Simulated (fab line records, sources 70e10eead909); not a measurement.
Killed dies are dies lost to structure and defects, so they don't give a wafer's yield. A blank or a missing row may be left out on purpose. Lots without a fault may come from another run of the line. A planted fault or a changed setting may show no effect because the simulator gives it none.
A struck lot beside a sound one | flow nand_harc | 15 steps out of a route of 1302
Sound: wafers L940.1, L940.4, L940.6. Struck: wafers L942.1, L942.2, L942.5. The cause comes at the end.
At each step with rows: each side's tool, then ch and its chambers, then its first start. Under that, the readings that differ: sound wafers | struck wafers | difference of the means | sigmas: that difference in standard deviations of wafers without a fault.
alike: readings whose means differ by less than 2 such deviations, and words and numbers that are the same on both sides. not compared: withheld readings, readings that some wafer has no value for, bounds like >300 that may hide the same value, and numbers for which the record gives no deviation and whose values overlap.
The two part at a step that has a row with sigmas, a row that says differs or no value, or rows on one side only. Numbers that don't overlap but have no deviation are shown without sigmas and don't part them. A reading that every wafer of one side lacks parts them only if that side has two wafers or more.

first, 4 steps without rows for these wafers: NHARC_A_ZERO_WELL_STRIP_14 (strips in SPM, time 900 s); NHARC_A_ZERO_WELL_IMPLANT_15; NHARC_A_ZERO_WELL_PRECLEAN_22 (cleans in SC1, time 60 s); NHARC_A_ZERO_WELL_SRD_23.
NHARC_A_ZERO_WELL_RTA_16: time 10 s.
  sound on rtp_anneal-02 ch 0, day 11 08:01; struck on rtp_anneal-02 ch 0, day 12 22:03
  alike: lamp_power_pct, lamp_zone_2_pct, lamp_zone_5_pct, lamp_zone_7_pct, wafer_temp_C_max
NHARC_A_ZERO_WELL_INSPECT_17:
  sound on defect_inspect-02, day 11 08:13; struck on defect_inspect-02, day 12 22:14
  alike: raw_defect_count
then, 3 steps without rows for these wafers: NHARC_A_SOURCE_PLATE_PRECLEAN_00 (cleans in HF-LAST, time 60 s); NHARC_A_SOURCE_PLATE_SRD_01; NHARC_A_SOURCE_PLATE_OXIDE_02 (material SiO2, target thk 10 nm, ox time 1362 s).
NHARC_A_SOURCE_PLATE_THK_MEAS_09: measures by ellipsometry.
  sound on film_metro-02, day 11 14:59; struck on film_metro-02, day 13 05:37
  alike: thk_nm
then, 1 step without rows for these wafers: NHARC_A_SOURCE_PLATE_PVD_04 (deposits WSi2, target thk 50 nm).
NHARC_A_SOURCE_PLATE_CVD_03: deposits poly-Si, target thk 200 nm, time 4000 s.
  sound on lpcvd_poly-04 ch 0, day 11 18:24; struck on lpcvd_poly-04 ch 0, day 13 08:05
  reading               | sound             | struck            | difference | sigmas
  spike_tc_bottom_C (C) | 635.5 635.7 636.4 | 652.6 651.1 650.9 | +15.7      | +5
  spike_tc_centre_C (C) | 621.2 623.1 621.3 | 637.0 636.8 638.5 | +15.6      | +13
  spike_tc_lower_C (C)  | 620.9 621.8 622.7 | 637.3 636.3 635.4 | +14.5      | +13
  spike_tc_top_C (C)    | 643.1 643.3 643.2 | 658.3 656.1 657.1 | +14.0      | +6
  spike_tc_upper_C (C)  | 619.1 621.5 620.3 | 634.4 633.7 635.1 | +14.1      | +13
  alike: zone_power_top_pct
then, 1 step without rows for these wafers: NHARC_A_SOURCE_PLATE_ANNEAL_05 (time 1800 s).
NHARC_A_SOURCE_PLATE_THK_MEAS_06: measures by ellipsometry.
  sound on film_metro-02, day 12 08:23; struck on film_metro-02, day 13 18:33
  reading     | sound             | struck            | difference | sigmas
  thk_nm (nm) | 198.2 199.2 198.4 | 284.0 284.0 281.0 | +84.4      | +44
-- the record jumps here: 17 days lie between the struck wafers' starts before and after (it left off in module A_SOURCE_PLATE and takes up again in module END, whose first step shown is number 1302 of the route) --
NHARC_END_SORT_01:
  the record has rows for the struck wafers here (prober-01 ch 0, day 30 08:20) and none for the sound ones

WHERE THEY PART
First at NHARC_A_SOURCE_PLATE_CVD_03; last, within this record, at NHARC_END_SORT_01.

WHY: what the simulator had put in
Process parameter drift: lpcvd_poly-04, from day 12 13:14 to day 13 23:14, at NHARC_A_SOURCE_PLATE_CVD_03. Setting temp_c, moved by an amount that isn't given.
